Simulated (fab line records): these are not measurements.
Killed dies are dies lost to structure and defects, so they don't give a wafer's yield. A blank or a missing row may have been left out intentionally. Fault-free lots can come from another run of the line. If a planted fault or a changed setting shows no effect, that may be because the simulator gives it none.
fab line records | flow nand_harc
[record] lots = 24 wafers = 72 last_day = 24
route steps=1159 shown P_CONTACT@232 P_M0@273 P_M1@297
lots that met no fault: from a run of the same line without faults
start_h: hours from the record's first day to the start of the lot's first wafer shown | wait_h: how many hours have passed since the lot's step before this one | " the same as in the row above | L1.1+2: one row covering several wafers at once | - either no value or no given start | * or withheld: withheld | < > ~ a bound
route shown NAME@n: names a module that has steps shown in the file, with the first one's number in the route | usual: mean/standard deviation of fault-free wafers | same: alike in all rows | chamber/n: place in a boat | sites: the reading at each site | _std_site: standard deviation across them | _edge_site: inner sites' mean taken away from outer sites' mean | radius_mm: how far each site lies from the wafer's centre | mask NAME#n: copy n | behind: the last tool/chamber to shape the wafer | hold: why the lot went on hold/how many hours it stayed there/how the hold came to an end | device: the transistor (n, p or np) that didn't switch | end of line: the tests these same wafers got at the end of their route | where a step has no rows: the recipe by itself | killed: the dies lost at the first sort to structure and to defects; this is not the yield of the wafer | map: shows each die of a wafer: x if killed, . if not, _ if none is there
set.NAME: the setting that was run; set.NAME@STEP: the one run at that earlier step | model.NAME: the simulator's own value behind a step, which no gauge read
steps of the route over a sample of lots; a table a step, a row a wafer
services: from which hour (start_h, from the record's first day; less than 0 if before it) a tool's chamber was out of use, for how many hours, and why
[[steps]]
[step NHARC_P_CONTACT_CD_MEAS_12]
[recipe] target_cd_nm = 90 landing_energy_ev = 500
[usual] cd_nm = 90.1/0.49
[same] landing_energy_ev = 500
// columns lot.wafer tool chamber start_h wait_h cd_nm
L075.2 cd_sem-01 0 118.57 - 89.4
L075.5 " 0 " " 90.6
L075.6 " 0 " " 89.8
L074.2 cd_sem-02 0 119.30 - 89.9
L074.3 " 0 " " 89.9
L074.5 " 0 " " 89.7
L076.1 cd_sem-02 0 119.46 - 90.1
L076.2 " 0 " " 90.4
L076.6 " 0 " " 90.2
L077.2 cd_sem-01 0 125.64 - 90.0
L077.3 " 0 " " 90.3
L077.4 " 0 " " 89.9
L078.1 cd_sem-01 0 138.46 - 89.2
L078.2 " 0 " " 89.8
L078.3 " 0 " " 90.0
L079.2 cd_sem-03 0 147.51 - 90.5
L079.3 " 0 " " 90.4
L079.4 " 0 " " 90.8
L080.1 cd_sem-03 0 150.26 - 90.4
L080.2 " 0 " " 90.8
L080.6 " 0 " " 90.9
L081.2 cd_sem-02 0 152.89 - 90.5
L081.3 " 0 " " 90.2
L081.5 " 0 " " 90.6
L082.2 cd_sem-02 0 158.85 - 90.1
L082.3 " 0 " " 90.5
L082.5 " 0 " " 90.7
L083.2 cd_sem-01 0 163.99 - 89.7
L083.3 " 0 " " 89.8
L083.4 " 0 " " 90.4
L084.1 cd_sem-03 0 164.95 - 89.1
L084.2 " 0 " " 89.8
L084.6 " 0 " " 89.4
L088.4 cd_sem-02 0 188.27 - 89.8
L088.5 " 0 " " 89.6
L088.6 " 0 " " 89.5
L087.2 cd_sem-01 0 189.46 - 90.6
L087.3 " 0 " " 90.8
L087.5 " 0 " " 90.8
L085.2 cd_sem-03 0 190.96 - 89.7
L085.3 " 0 " " 89.9
L085.5 " 0 " " 90.3
L086.3 cd_sem-03 0 195.71 - 90.7
L086.5 " 0 " " 90.3
L086.6 " 0 " " 90.9
L090.1 cd_sem-01 0 202.35 - 89.9
L090.5 " 0 " " 89.9
L090.6 " 0 " " 90.1
L089.1 cd_sem-03 0 204.21 - 90.9
L089.2 " 0 " " 90.1
L089.3 " 0 " " 90.2
L091.2 cd_sem-03 0 211.98 - 89.1
L091.5 " 0 " " 89.2
L091.6 " 0 " " 89.0
L094.2 cd_sem-03 0 222.09 - 90.6
L094.3 " 0 " " 89.8
L094.6 " 0 " " 90.2
L092.1 cd_sem-01 0 222.99 - 90.6
L092.2 " 0 " " 90.3
L092.4 " 0 " " 90.6
L093.3 cd_sem-02 0 226.59 - 89.6
L093.5 " 0 " " 89.9
L093.6 " 0 " " 89.1
L095.1 cd_sem-03 0 236.00 - 90.8
L095.2 " 0 " " 90.1
L095.5 " 0 " " 90.3
L097.1 cd_sem-02 0 239.85 - 90.4
L097.2 " 0 " " 90.3
L097.4 " 0 " " 90.2
L096.2 cd_sem-02 0 241.84 - 90.7
L096.3 " 0 " " 90.2
L096.6 " 0 " " 90.0
[step NHARC_P_CONTACT_DESCUM_17]
[recipe] time_s = 3 o2_flow_sccm = 200 ar_flow_sccm = 0 bias_power_w = 0 chemistry = O2
[usual] drypump_motor_current_A = 6.0/0.56 oes_product_au = 0.997/0.0078 rf_vpp_V = 57.9/0.82 showerhead_plenum_p_Torr = 1.95/0.072 throttle_valve_pct = 11.310/0.0099
// columns lot.wafer tool chamber start_h wait_h drypump_motor_current_A oes_product_au rf_hours_counter_h rf_vpp_V showerhead_plenum_p_Torr throttle_valve_pct
L075.2 rie_diel-11 2 118.77 0.1 6.0 0.988 11 59.4 2.03 11.335
L075.6 " 1 " " 6.6 1.006 - 57.6 1.94 11.323
L075.5 " 2 " " 6.0 0.995 - 58.4 2.03 11.330
L074.3 rie_diel-01 1 119.48 0.1 5.9 0.999 12 58.8 2.01 11.303
L074.2 " 0 " " 6.5 0.997 11 58.0 1.97 11.307
L074.5 " 2 " " 4.9 0.987 - 57.5 2.03 11.305
L076.2 rie_diel-12 0 119.66 0.1 5.8 1.004 27 56.8 1.78 11.288
L076.1 " 1 " " 5.9 0.986 24 58.2 2.07 11.296
L076.6 " 1 " " 5.9 1.006 - 58.4 2.07 11.298
L077.4 rie_diel-01 3 125.83 0.1 6.7 0.998 13 58.9 1.96 11.296
L077.3 " 0 " " 6.5 1.005 12 56.9 1.97 11.312
L077.2 " 1 " " 5.8 1.004 12 58.0 2.01 11.316
L078.3 rie_diel-11 1 138.66 0.1 6.6 1.006 11 59.0 1.94 11.321
L078.2 " 2 " " 6.0 0.994 13 58.1 2.03 11.312
L078.1 " 3 " " 5.3 1.001 14 58.1 1.87 11.296
L079.3 rie_diel-01 3 147.70 0.1 6.6 0.995 0 57.5 1.96 11.290
L079.4 " 1 " " 5.8 0.989 0 58.7 2.01 11.311
L079.2 " 2 " " 4.9 0.994 0 58.4 2.03 11.306
L080.1 rie_diel-11 1 150.46 0.1 6.6 1.010 13 58.0 1.94 11.319
L080.2 " 2 " " 6.0 0.980 15 58.2 2.02 11.301
L080.6 " 0 " " 6.4 0.989 - 58.2 1.84 11.321
L081.2 rie_diel-11 0 153.08 0.1 6.4 0.985 14 57.2 1.84 11.319
L081.3 " 2 " " 6.0 0.986 15 57.7 2.02 11.317
L081.5 " 0 " " 6.4 0.996 - 56.9 1.84 11.326
L082.2 rie_diel-11 3 159.05 0.1 5.3 0.984 16 58.5 1.87 11.301
L082.3 " 0 " " 6.4 0.996 15 57.4 1.84 11.320
L082.5 " 3 " " 5.3 1.000 - 55.7 1.87 11.319
L083.2 rie_diel-01 0 164.18 0.1 6.4 0.992 1 58.3 1.97 11.303
L083.3 " 2 " " 4.9 0.974 1 56.9 2.03 11.311
L083.4 " 3 " " 6.6 0.988 1 57.6 1.96 11.319
L084.1 rie_diel-01 2 165.17 0.1 4.9 0.995 2 58.8 2.03 11.306
L084.2 " 3 " " 6.7 0.993 2 56.9 1.96 11.300
L084.6 " 0 " " 6.5 0.996 - 57.9 1.97 11.290
L088.4 rie_diel-01 0 188.45 0.1 6.5 1.007 3 58.7 1.97 11.297
L088.6 " 3 " " 6.7 1.002 - 58.4 1.96 11.328
L088.5 " 0 " " 6.5 1.006 - 58.3 1.97 11.315
L087.3 rie_diel-01 2 189.65 0.1 4.9 1.004 4 58.2 2.03 11.320
L087.2 " 3 " " 6.6 0.998 4 57.3 1.96 11.306
L087.5 " 2 " " 4.9 0.999 - 57.8 2.03 11.314
L085.2 rie_diel-01 1 191.14 0.1 5.9 0.995 4 57.3 2.01 11.330
L085.3 " 0 " " 6.5 1.004 3 58.2 1.97 11.307
L085.5 " 2 " " 4.9 0.991 - 58.2 2.03 11.303
L086.3 rie_diel-12 3 195.91 0.1 5.4 0.991 60 59.0 2.01 11.309
L086.6 " 0 " " 5.8 1.001 - 58.1 1.77 11.316
L086.5 " 1 " " 5.9 0.995 - 58.8 2.06 11.308
L090.1 rie_diel-11 2 202.55 0.1 6.0 0.992 0 58.8 2.02 11.312
L090.5 " 1 " " 6.5 0.994 - 56.9 1.94 11.302
L090.6 " 2 " " 6.0 1.004 - 59.0 2.02 11.307
L089.2 rie_diel-01 3 204.39 0.1 6.7 0.985 5 56.4 1.96 11.323
L089.1 " 0 " " 6.5 0.992 4 57.2 1.97 11.312
L089.3 " 1 " " 5.8 0.987 4 58.2 2.01 11.302
L091.2 rie_diel-11 2 212.18 0.1 6.0 0.994 1 59.3 2.02 11.302
L091.5 " 0 " " 6.4 1.005 - 56.4 1.84 11.298
L091.6 " 1 " " 6.6 1.008 - 57.5 1.94 11.309
L094.2 rie_diel-01 1 222.27 0.1 5.8 0.991 7 56.9 2.01 11.319
L094.3 " 0 " " 6.5 0.987 7 59.6 1.97 11.311
L094.6 " 2 " " 4.9 0.992 - 57.4 2.03 11.306
L092.1 rie_diel-11 3 223.18 0.1 5.3 1.004 2 58.8 1.87 11.313
L092.2 " 0 " " 6.4 0.992 2 57.4 1.84 11.315
L092.4 " 2 " " 6.0 1.017 3 58.6 2.02 11.314
L093.3 rie_diel-11 2 226.80 0.1 6.0 0.989 4 59.1 2.02 11.305
L093.6 " 3 " " 5.3 0.995 - 57.2 1.87 11.294
L093.5 " 0 " " 6.4 0.990 - 57.8 1.84 11.309
L095.1 rie_diel-11 1 236.19 0.1 6.6 1.009 4 58.0 1.94 11.307
L095.2 " 2 " " 6.0 1.007 5 59.2 2.02 11.322
L095.5 " 2 " " 6.0 1.005 - 59.2 2.02 11.302
L097.1 rie_diel-11 3 240.03 0.1 5.4 1.006 4 58.2 1.87 11.308
L097.2 " 1 " " 6.6 0.991 5 58.6 1.94 11.311
L097.4 " 2 " " 6.0 1.001 5 58.5 2.02 11.309
L096.2 rie_diel-11 0 242.03 0.1 6.4 0.997 4 56.8 1.84 11.308
L096.3 " 1 " " 6.6 1.009 5 58.2 1.94 11.291
L096.6 " 1 " " 6.6 1.001 - 59.1 1.94 11.323
[step NHARC_P_CONTACT_ETCH_18]
[recipe] target_depth_a = 4810 time_s = 240.5 c4f8_flow_sccm = 20 o2_flow_sccm = 10 ar_flow_sccm = withheld rf_w = 600 bias_w = 1500 chemistry = C4F8/O2/Ar
[usual] oes_product_au = 0.959/0.017 rf_vpp_V = 981/4.8
// columns lot.wafer tool chamber start_h wait_h oes_product_au rf_hours_counter_h rf_vpp_V
L075.2 rie_diel-11 0 - - 0.937 10 972
L075.5 " 3 " " 0.930 - 975
L075.6 " 0 " " 0.917 - 973
L074.3 rie_diel-01 1 - - 0.961 12 985
L074.2 " 2 " " 0.950 13 986
L074.5 " 1 " " 0.960 - 986
L076.1 rie_diel-12 3 - - 0.968 29 985
L076.2 " 0 " " 0.978 27 970
L076.6 " 1 " " 0.965 - 988
L077.4 rie_diel-01 1 - - 0.985 12 985
L077.2 " 3 " " 0.962 14 981
L077.3 " 0 " " 0.981 12 982
L078.2 rie_diel-11 1 - - 0.965 11 980
L078.1 " 2 " " 0.956 13 986
L078.3 " 0 " " 0.965 13 975
L079.4 rie_diel-01 1 - - 0.978 0 985
L079.3 " 2 " " 0.974 0 987
L079.2 " 3 " " 0.957 0 982
L080.1 rie_diel-11 2 - - 0.960 15 986
L080.2 " 3 " " 0.957 16 975
L080.6 " 1 " " 0.980 - 980
L081.2 rie_diel-11 0 - - 0.952 15 972
L081.3 " 1 " " 0.982 13 981
L081.5 " 0 " " 0.955 - 974
L082.3 rie_diel-11 2 - - 0.958 16 985
L082.2 " 3 " " 0.965 17 975
L082.5 " 2 " " 0.957 - 985
L083.2 rie_diel-01 0 - - 0.963 1 980
L083.4 " 1 " " 0.962 2 984
L083.3 " 3 " " 0.986 2 982
L084.2 rie_diel-01 0 - - 0.944 1 982
L084.1 " 2 " " 0.958 2 987
L084.6 " 0 " " 0.944 - 982
L088.4 rie_diel-01 0 - - 0.962 3 982
L088.6 " 0 " " 0.961 - 981
L088.5 " 1 " " 0.962 - 983
L087.3 rie_diel-01 3 - - 0.970 4 981
L087.2 " 0 " " 0.973 3 981
L087.5 " 3 " " 0.975 - 981
L085.2 rie_diel-01 0 - - 0.959 4 983
L085.3 " 2 " " 0.946 4 985
L085.5 " 3 " " 0.950 - 981
L086.3 rie_diel-12 3 - - 0.968 60 984
L086.6 " 1 " " 0.968 - 988
L086.5 " 2 " " 0.967 - 980
L090.1 rie_diel-11 0 203.28 0.4 0.996 0 974
L090.5 " 1 " " 0.959 - 980
L090.6 " 2 " " 0.958 - 986
L089.3 rie_diel-01 0 - - 0.949 5 982
L089.1 " 1 " " 0.959 5 985
L089.2 " 3 " " 0.951 6 981
L091.2 rie_diel-11 1 - - 0.955 1 980
L091.5 " 0 " " 0.951 - 974
L091.6 " 1 " " 0.953 - 981
L094.3 rie_diel-01 1 - - 0.925 7 985
L094.2 " 2 " " 0.927 5 986
L094.6 " 0 " " 0.923 - 981
L092.1 rie_diel-11 2 - - 0.927 3 985
L092.4 " 3 " " 0.921 2 975
L092.2 " 1 " " 0.923 3 980
L093.3 rie_diel-11 0 - - 0.957 3 973
L093.5 " 0 " " 0.959 - 975
L093.6 " 1 " " 0.980 - 981
L095.1 rie_diel-11 1 - - 0.959 5 981
L095.2 " 2 " " 0.955 5 986
L095.5 " 2 " " 0.960 - 986
L097.1 rie_diel-11 2 - - 0.969 5 984
L097.4 " 3 " " 0.961 4 976
L097.2 " 1 " " 0.971 5 982
L096.2 rie_diel-11 0 - - 0.957 4 973
L096.3 " 2 " " 0.977 6 985
L096.6 " 0 " " 0.952 - 975
[step NHARC_P_M0_PRE_CLEAN_29]
[recipe] time_s = 30 temp_c = 280 gas = H2/He
[usual] heater_power_w = 420/38 susceptor_temp_C = 279.99/0.18
// columns lot.wafer tool chamber start_h wait_h heater_power_w susceptor_temp_C
L075.2 pvd_sputter-02 - - - 426 279.99
L075.6 " - " " 370 280.17
L075.5 " - " " 412 280.10
L074.3 pvd_sputter-01 - - - 433 280.00
L074.2 " - " " 417 279.87
L074.5 " - " " 437 280.06
L076.1 pvd_sputter-01 - - - 472 280.24
L076.2 " - " " 429 279.88
L076.6 " - " " 480 279.93
L077.2 pvd_sputter-03 - - - 384 279.97
L077.3 " - " " 378 279.81
L077.4 " - " " 399 280.20
L078.1 pvd_sputter-03 - - - 391 279.90
L078.3 " - " " 444 279.70
L078.2 " - " " 372 279.99
L079.3 pvd_sputter-03 - - - 391 280.19
L079.4 " - " " 386 280.30
L079.2 " - " " 374 279.90
L080.1 pvd_sputter-03 - - - 397 280.25
L080.2 " - " " 429 280.24
L080.6 " - " " 375 279.81
L081.2 pvd_sputter-03 - - - 403 280.03
L081.3 " - " " 436 280.04
L081.5 " - " " 393 279.91
L082.2 pvd_sputter-01 - - - 430 280.02
L082.3 " - " " 486 279.81
L082.5 " - " " 428 279.68
L083.2 pvd_sputter-03 - - - 383 280.15
L083.3 " - " " 443 280.15
L083.4 " - " " 383 279.83
L084.1 pvd_sputter-02 - - - 406 280.08
L084.2 " - " " 359 280.19
L084.6 " - " " 427 279.81
L088.4 pvd_sputter-03 - - - 406 279.55
L088.5 " - " " 388 279.78
L088.6 " - " " 410 280.04
L087.2 pvd_sputter-02 - - - 414 279.86
L087.3 " - " " 522 279.74
L087.5 " - " " 417 279.69
L085.2 pvd_sputter-01 - - - 500 279.98
L085.3 " - " " 441 279.87
L085.5 " - " " 506 279.87
L086.3 pvd_sputter-01 - - - 439 279.92
L086.6 " - " " 485 279.96
L086.5 " - " " 426 279.77
L090.1 pvd_sputter-03 - 214.32 - 400 279.94
L090.6 " - " " 379 279.82
L090.5 " - " " 401 279.96
L089.2 pvd_sputter-03 - - - 430 280.13
L089.1 " - " " 400 279.86
L089.3 " - " " 383 280.12
L091.2 pvd_sputter-03 - - - 445 280.09
L091.6 " - " " 410 280.17
L091.5 " - " " 439 280.11
L094.2 pvd_sputter-01 - - - 428 279.90
L094.3 " - " " 448 280.20
L094.6 " - " " 437 279.82
L092.4 pvd_sputter-03 - - - 388 279.92
L092.2 " - " " 387 280.22
L092.1 " - " " 393 279.78
L093.3 pvd_sputter-02 - - - 368 279.95
L093.6 " - " " 406 279.73
L093.5 " - " " 514 280.12
L095.1 pvd_sputter-01 - - - 464 280.19
L095.2 " - " " 425 279.94
L095.5 " - " " 436 279.89
L097.1 pvd_sputter-02 - - - 403 279.72
L097.2 " - " " 371 279.89
L097.4 " - " " 433 279.73
L096.3 pvd_sputter-03 - - - 444 280.14
L096.2 " - " " 379 280.15
L096.6 " - " " 393 280.14
[step NHARC_P_M0_THK_MEAS_24]
[recipe] thk_meas_gauge = xrf
[usual] thk_nm = 117.3/1.4
// columns lot.wafer tool chamber start_h wait_h thk_nm
L075.2 film_metro-02 - 129.20 - 115.9
L075.5 " - " " 117.9
L075.6 " - " " 116.7
L074.2 film_metro-02 - 129.62 - 117.0
L074.3 " - " " 114.9
L074.5 " - " " 117.1
L076.1 film_metro-02 - 130.49 - 117.6
L076.2 " - " " 114.6
L076.6 " - " " 116.9
L077.2 film_metro-02 - 136.89 - 117.1
L077.3 " - " " 116.3
L077.4 " - " " 116.4
L078.1 film_metro-01 - 148.78 - 115.4
L078.2 " - " " 116.3
L078.3 " - " " 115.6
L079.2 film_metro-01 - 154.40 - 118.6
L079.3 " - " " 118.4
L079.4 " - " " 117.1
L080.1 film_metro-02 - 157.08 - 115.3
L080.2 " - " " 115.9
L080.6 " - " " 115.1
L081.2 film_metro-01 - 159.68 - 116.9
L081.3 " - " " 116.4
L081.5 " - " " 118.7
L082.2 film_metro-01 - 166.24 - 116.6
L082.3 " - " " 116.6
L082.5 " - " " 117.4
L083.2 film_metro-01 - 178.72 - 118.9
L083.3 " - " " 118.9
L083.4 " - " " 117.6
L084.1 film_metro-02 - 178.94 - 117.6
L084.2 " - " " 115.9
L084.6 " - " " 118.2
L088.4 film_metro-02 - 196.97 - 118.6
L088.5 " - " " 117.1
L088.6 " - " " 120.1
L087.2 film_metro-01 - 200.30 - 117.8
L087.3 " - " " 119.9
L087.5 " - " " 118.9
L085.2 film_metro-02 - 200.81 - 118.6
L085.3 " - " " 118.7
L085.5 " - " " 119.7
L086.3 film_metro-02 - 214.43 - 114.6
L086.5 " - " " 116.5
L086.6 " - " " 117.1
L090.1 film_metro-01 - 215.68 - 117.4
L090.5 " - " " 117.3
L090.6 " - " " 116.8
L089.1 film_metro-01 - 216.24 - 117.5
L089.2 " - " " 116.9
L089.3 " - " " 117.7
L091.2 film_metro-02 - 224.31 - 116.8
L091.5 " - " " 116.6
L091.6 " - " " 115.4
L094.2 film_metro-01 - 230.84 - 117.7
L094.3 " - " " 118.7
L094.6 " - " " 116.8
L092.1 film_metro-02 - 231.44 - 118.9
L092.2 " - " " 119.8
L092.4 " - " " 118.2
L093.3 film_metro-02 - 233.15 - 117.6
L093.5 " - " " 118.6
L093.6 " - " " 116.3
L095.1 film_metro-02 - 246.63 - 120.4
L095.2 " - " " 117.4
L095.5 " - " " 119.0
L097.1 film_metro-01 - 249.89 - 116.8
L097.2 " - " " 117.8
L097.4 " - " " 117.8
L096.2 film_metro-02 - 254.78 - 114.6
L096.3 " - " " 116.6
L096.6 " - " " 117.5
[step NHARC_P_M1_INSPECT_11]
[usual] raw_defect_count = 4.2/2.8
// columns lot.wafer tool chamber start_h wait_h raw_defect_count
L075.2 defect_inspect-01 - 130.87 0.0 3
L075.5 " - " " 5
L075.6 " - " " 4
L074.2 defect_inspect-01 - 131.57 0.0 6
L074.3 " - " " 3
L074.5 " - " " 6
L076.1 defect_inspect-01 - 132.19 0.0 2
L076.2 " - " " 2
L076.6 " - " " 2
L077.2 defect_inspect-01 - 138.41 0.0 8
L077.3 " - " " 8
L077.4 " - " " 10
L078.1 defect_inspect-02 - 150.66 0.0 7
L078.2 " - " " 7
L078.3 " - " " 1
L079.2 defect_inspect-02 - 156.05 0.0 4
L079.3 " - " " 7
L079.4 " - " " 2
L080.1 defect_inspect-01 - 158.92 0.0 5
L080.2 " - " " 7
L080.6 " - " " 6
L081.2 defect_inspect-02 - 161.40 0.0 2
L081.3 " - " " 2
L081.5 " - " " 3
L082.2 defect_inspect-02 - 167.90 0.0 5
L082.3 " - " " 5
L082.5 " - " " 5
L083.2 defect_inspect-02 - 180.41 0.0 0
L083.3 " - " " 1
L083.4 " - " " 3
L084.1 defect_inspect-02 - 180.60 0.0 2
L084.2 " - " " 3
L084.6 " - " " 6
L088.4 defect_inspect-02 - 198.77 0.0 3
L088.5 " - " " 4
L088.6 " - " " 2
L087.2 defect_inspect-02 - 202.05 0.0 5
L087.3 " - " " 3
L087.5 " - " " 4
L085.2 defect_inspect-02 - 202.79 0.0 1
L085.3 " - " " 2
L085.5 " - " " 1
L086.3 defect_inspect-02 - 216.11 0.0 3
L086.5 " - " " 5
L086.6 " - " " 2
L090.1 defect_inspect-01 - 217.33 0.0 13
L090.5 " - " " 14
L090.6 " - " " 10
L089.1 defect_inspect-02 - 218.28 0.0 1
L089.2 " - " " 5
L089.3 " - " " 7
L091.2 defect_inspect-01 - 225.99 0.0 4
L091.5 " - " " 9
L091.6 " - " " 5
L094.2 defect_inspect-01 - 232.51 0.0 5
L094.3 " - " " 4
L094.6 " - " " 2
L092.1 defect_inspect-01 - 233.09 0.0 2
L092.2 " - " " 1
L092.4 " - " " 2
L093.3 defect_inspect-02 - 234.84 0.0 4
L093.5 " - " " 2
L093.6 " - " " 1
L095.1 defect_inspect-02 - 248.31 0.0 2
L095.2 " - " " 2
L095.5 " - " " 2
L097.1 defect_inspect-01 - 251.44 0.0 2
L097.2 " - " " 3
L097.4 " - " " 2
L096.2 defect_inspect-02 - 256.33 0.0 1
L096.3 " - " " 3
L096.6 " - " " 4
[[services]]
// columns tool chamber start_h hours kind
rie_diel-11 0 95.11 - clean
rie_diel-11 1 95.11 - clean
rie_diel-11 2 95.11 - clean
rie_diel-11 3 95.11 - clean
rie_diel-12 0 95.56 10.1 repair
rie_diel-12 1 101.34 3.4 repair
pvd_sputter-03 - 102.00 10.0 pm
rie_diel-12 2 117.57 4.0 repair
rie_diel-11 0 119.62 - clean
pvd_sputter-02 - 128.88 6.6 repair
rie_diel-01 - 137.88 9.0 pm
rie_diel-01 0 151.25 11.0 repair
pvd_sputter-01 - 171.17 10.0 pm
rie_diel-01 1 174.47 11.1 repair
rie_diel-01 3 179.79 2.4 repair
rie_diel-11 2 180.50 3.4 repair
pvd_sputter-03 - 185.58 1.2 repair
rie_diel-11 - 189.56 9.0 pm
rie_diel-11 0 200.84 2.2 repair
rie_diel-11 3 201.63 3.2 repair
rie_diel-12 - 202.46 9.0 pm
rie_diel-01 2 203.56 16.8 repair
pvd_sputter-03 - 204.83 6.3 repair
rie_diel-01 - 253.24 0.6 repair
[[key]]
fault none
